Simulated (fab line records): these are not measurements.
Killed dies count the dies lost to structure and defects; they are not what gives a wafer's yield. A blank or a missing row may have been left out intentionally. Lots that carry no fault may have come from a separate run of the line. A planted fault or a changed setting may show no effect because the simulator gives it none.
Chamber matching :: flow nand-harc :: NHARC_P_ZERO_WELL_DESCUM_39 on rie-diel-11: 4 sister chambers
The step chemistry O2, time 3 s. 8 wafers are shown with their chamber, then 7 later ones without.

== WAFERS PAIRED WITH THEIR CHAMBERS ==
wafer: L810.2
chamber: 0
drypump-motor-current-A (A): 5.3
showerhead-plenum-p-Torr (Torr): 1.77

wafer: L810.5
chamber: 2
drypump-motor-current-A (A): 5.6
showerhead-plenum-p-Torr (Torr): 1.87

wafer: L810.6
chamber: 1
drypump-motor-current-A (A): 6.4
showerhead-plenum-p-Torr (Torr): 1.99

wafer: L819.2
chamber: 3
drypump-motor-current-A (A): 6.3
showerhead-plenum-p-Torr (Torr): 1.99

wafer: L819.3
chamber: 1
drypump-motor-current-A (A): 6.4
showerhead-plenum-p-Torr (Torr): 1.98

wafer: L819.6
chamber: 2
drypump-motor-current-A (A): 5.5
showerhead-plenum-p-Torr (Torr): 1.86

wafer: L822.3
chamber: 0
drypump-motor-current-A (A): 5.3
showerhead-plenum-p-Torr (Torr): 2.06

wafer: L822.4
chamber: 3
drypump-motor-current-A (A): 6.3
showerhead-plenum-p-Torr (Torr): 1.99

== WAFERS MISSING THEIR CHAMBER ==
wafer: L822.5
drypump-motor-current-A (A): 5.3
showerhead-plenum-p-Torr (Torr): 2.06

wafer: L823.3
drypump-motor-current-A (A): 5.5
showerhead-plenum-p-Torr (Torr): 1.85

wafer: L823.4
drypump-motor-current-A (A): 6.3
showerhead-plenum-p-Torr (Torr): 1.99

wafer: L823.5
drypump-motor-current-A (A): 5.5
showerhead-plenum-p-Torr (Torr): 1.85

wafer: L824.1
drypump-motor-current-A (A): 5.5
showerhead-plenum-p-Torr (Torr): 1.85

wafer: L824.5
drypump-motor-current-A (A): 5.3
showerhead-plenum-p-Torr (Torr): 2.06

wafer: L824.6
drypump-motor-current-A (A): 6.3
showerhead-plenum-p-Torr (Torr): 1.99

== EACH ONE'S CHAMBER ==
wafer: L822.5
from the rows above: 0
in truth: 0

wafer: L823.3
from the rows above: 2
in truth: 2

wafer: L823.4
from the rows above: 3
in truth: 3

wafer: L823.5
from the rows above: 2
in truth: 2

wafer: L824.1
from the rows above: 2
in truth: 2

wafer: L824.5
from the rows above: 0
in truth: 0

wafer: L824.6
from the rows above: 3
in truth: 3
Placed correctly: 7 of 7. From these rows, 0 cannot be placed. Wrongly placed: 0.
How it was worked out, from the rows above alone: a wafer's distance from a chamber is the root of the sum, over the readings, of the square of ((its reading less the chamber's mean) divided by the reading's scatter). The wafer belongs to the nearest chamber; if the next one is less than 2 further off, it can't be placed. A chamber's mean is the mean of its shown wafers. The scatter: the root of (the sum of the squares of (reading less its chamber's mean) over the shown wafers, divided by (wafers less chambers)).
